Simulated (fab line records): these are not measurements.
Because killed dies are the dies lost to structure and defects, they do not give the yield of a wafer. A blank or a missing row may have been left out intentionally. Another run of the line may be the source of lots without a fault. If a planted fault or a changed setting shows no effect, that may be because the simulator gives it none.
Comparing a struck lot with a sound one | flow n5Finfet | 39 steps out of a route of 1938
Sound: these wafers, L195.2, L195.3, L195.4. Struck: wafers L200.1, L200.6 (left out: L200.3, a lot-mate that was not struck); the cause follows at the end.
At each step with rows: each side's tool, then ch and its chambers, then its first start. Under that, the readings that differ: sound wafers | struck wafers | difference of the means | sigmas: that difference in standard deviations of wafers without a fault.
alike: a reading whose means differ by less than 2 such deviations, as well as words and numbers matching on both sides. not compared: withheld readings; readings where some wafer has no value; bounds like >300 that might hide an equal value; numbers whose values overlap and for which the record gives no deviation.
Wherever a step has rows on one side only, a row that says differs or no value, or a row with sigmas, the two part there. Numbers that have no deviation but don't overlap get no sigmas and don't part them. A reading that every wafer of one side lacks parts them only if that side has two wafers or more.

first, 10 steps without rows for these wafers: N5_BEOL_M0_SAQP_DESCUM_19 (chemistry O2, time 7.9 s); N5_BEOL_M0_SAQP_ETCH_83 (etches SiARC in CF4, target depth 39 nm, time 65 s); N5_BEOL_M0_SAQP_ETCH_84 (etches SOC in N2/H2, target depth 100 nm, overetch 20 nm, time 150 s); N5_BEOL_M0_SAQP_STRIP_80 (strips in N2/H2); N5_BEOL_M0_SAQP_HM_OPEN_112 (chemistry CHF3/O2, target SiO2, stops on a-Si, target depth 12 nm, time 13.5 s); N5_BEOL_M0_SAQP_STRIP_113 (strips in CHF3/O2); N5_BEOL_M0_SAQP_MANDREL_ETCH_20 (etches a-Si in HBr/Cl2, stops on SiNx, target depth 60 nm, bt time 10 s, time 30 s); N5_BEOL_M0_SAQP_STRIP_86 (strips in N2/H2); N5_BEOL_M0_SAQP_STRIP_115 (strips in post etch residue remover, time 60 s); N5_BEOL_M0_SAQP_SRD_93 (time 30 s).
N5_BEOL_M0_SAQP_RECESS_114: chemistry HF/NH3, target SiO2, target depth 14.4 nm, afs cycles 3, sublimation time 60 s.
  sound on vaporEtch-02 ch 0,1, day 6 18:26; struck on vaporEtch-02 ch 1, day 7 14:48
  alike: drypumpMotorCurrentA
then, 24 steps without rows for these wafers: N5_BEOL_M0_SAQP_SPACER1_ALD_98 (deposits SiO2, target thk 12.8 nm, pulse time 1 s, purge time 2 s); N5_BEOL_M0_SAQP_SPACER1_ETCHBACK_99 (etches SiO2 in CHF3/O2, target depth 15.4 nm, time 7.7 s); N5_BEOL_M0_SAQP_MANDREL1_REMOVE_100 (chemistry HBr/Cl2/O2, target a-Si, stops on SiNx, bt time 10 s); N5_BEOL_M0_SAQP_ETCH_101 (etches SiNx in CH3F/O2, target depth 29.9 nm, time 42.7 s); N5_BEOL_M0_SAQP_ETCH_102 (etches SiO2 in CF4, target depth 4 nm, time 4.4 s); N5_BEOL_M0_SAQP_MANDREL_ETCH_103 (etches a-Si in HBr/Cl2, stops on SiCN, target depth 45 nm, bt time 10 s, time 27 s); N5_BEOL_M0_SAQP_RECESS_104 (chemistry HF/NH3, target SiO2, target depth 18 nm, afs cycles 3, sublimation time 60 s); N5_BEOL_M0_SAQP_COAT_105 (time 60 s, resist thk 100 nm); N5_BEOL_M0_SAQP_ETCH_106 (etches SOC in N2/H2, stops on SiNx, target depth 150 nm); N5_BEOL_M0_SAQP_ETCH_107 (etches SiNx in CH3F/O2, target depth 30 nm); N5_BEOL_M0_SAQP_STRIP_108 (strips in N2/H2); N5_BEOL_M0_SAQP_RECESS_109 (chemistry HF/NH3, target SiO2, target depth 3 nm, afs cycles 1, sublimation time 60 s); N5_BEOL_M0_SAQP_SPACER2_ALD_26 (deposits SiO2, target thk 15 nm, pulse time 1 s, purge time 2 s); N5_BEOL_M0_SAQP_SPACER2_ETCHBACK_27 (etches SiO2 in CHF3/O2, target depth 22.5 nm, time 11.25 s); N5_BEOL_M0_SAQP_MANDREL2_REMOVE_110 (chemistry HBr/Cl2/O2, target a-Si, stops on SiCN, bt time 10 s); N5_BEOL_M0_SAQP_COAT_69 (time 60 s, resist thk 90 nm); N5_BEOL_M0_SAQP_COAT_72 (time 60 s, resist thk 15 nm); N5_BEOL_M0_SAQP_COAT_87 (time 60 s, resist thk 5 nm); N5_BEOL_M0_SAQP_COAT_34 (resist thk 30 nm); N5_BEOL_M0_SAQP_EBR_36; N5_BEOL_M0_SAQP_SOFTBAKE_35 (time 60 s); N5_BEOL_M0_SAQP_EXPOSE_37 (exposes mask M0 CUT1, target cd 30 nm); N5_BEOL_M0_SAQP_PEB_38 (peb time 60 s); N5_BEOL_M0_SAQP_DEVELOP_39 (develop time 30 s).
N5_BEOL_M0_SAQP_INSPECT_42: inspects for defects (brightfield).
  sound: defectInspect-02 at day 6 23:30; struck: defectInspect-01 at day 7 18:48
reading        | sound       | struck    | difference | sigmas
rawDefectCount | 303 329 371 | 1157 1182 | +835       | +8
N5_BEOL_M0_CUTY_INSPECT_59: inspects for defects (macro).
  sound: defectInspect-01 at day 7 00:59; struck: defectInspect-02 at day 7 20:16
reading        | sound | struck    | difference | sigmas
rawDefectCount | 1 3 5 | >300 >300 | differs    | 
-- record jumps: 3 days separate the struck wafers' starts on either side; left off in module BEOL_M0_CUTY, taken up again in module BEOL_M4, whose first shown step is the route's number 1111 --
N5_BEOL_M4_RC_MEAS_101:
  sound on prober-01 ch 0, day 9 23:47; struck on prober-01 ch 0, day 11 07:55
  alike: DIBL_N, DIBL_P, IOFF_N, IOFF_P, ION_N, ION_P, SS_N, SS_P, VT_N, VT_P
-- the record jumps here: 5 days lie between the struck wafers' starts before and after (it left off in module BEOL_M4 and takes up again in module PASSIVATION, whose first step shown is number 1936 of the route) --
N5_PASSIVATION_PROBE_49:
  sound: prober-01 at day 13 23:08; struck: prober-02 at day 15 20:21
reading                 | sound     | struck    | difference | sigmas
defectLimitedYield (%)  | 90.3 89.2 | 85.9 85.8 | -3.9       | -3
killed_at_M0_to_M3      | 50 41     | 113 113   | +68        | +7
killedDies              | 114 127   | 166 168   | +46        | +3
killedOnRim             | 14 20     | 32 29     | +14        | +4
killedOpen              | 76 80     | 51 55     | -25        | -2
sort_bin_5_function (%) | 5.1 6.8   | 7.8 8.4   | +2.2       | +2
sortNPass               | 1066 1053 | 1014 1012 | -46        | -3
sortYieldPct (%)        | 90.3 89.2 | 85.9 85.8 | -3.9       | -3
  alike: killed_at_M4_up, killedAtContacts, killedAtFrontEnd, killedAtOther, killedShort, sort_bin_6_memory

## WHERE THEY PART
First at N5_BEOL_M0_SAQP_INSPECT_42; last, within this record, at N5_PASSIVATION_PROBE_49.

WHY: whatever the simulator had introduced
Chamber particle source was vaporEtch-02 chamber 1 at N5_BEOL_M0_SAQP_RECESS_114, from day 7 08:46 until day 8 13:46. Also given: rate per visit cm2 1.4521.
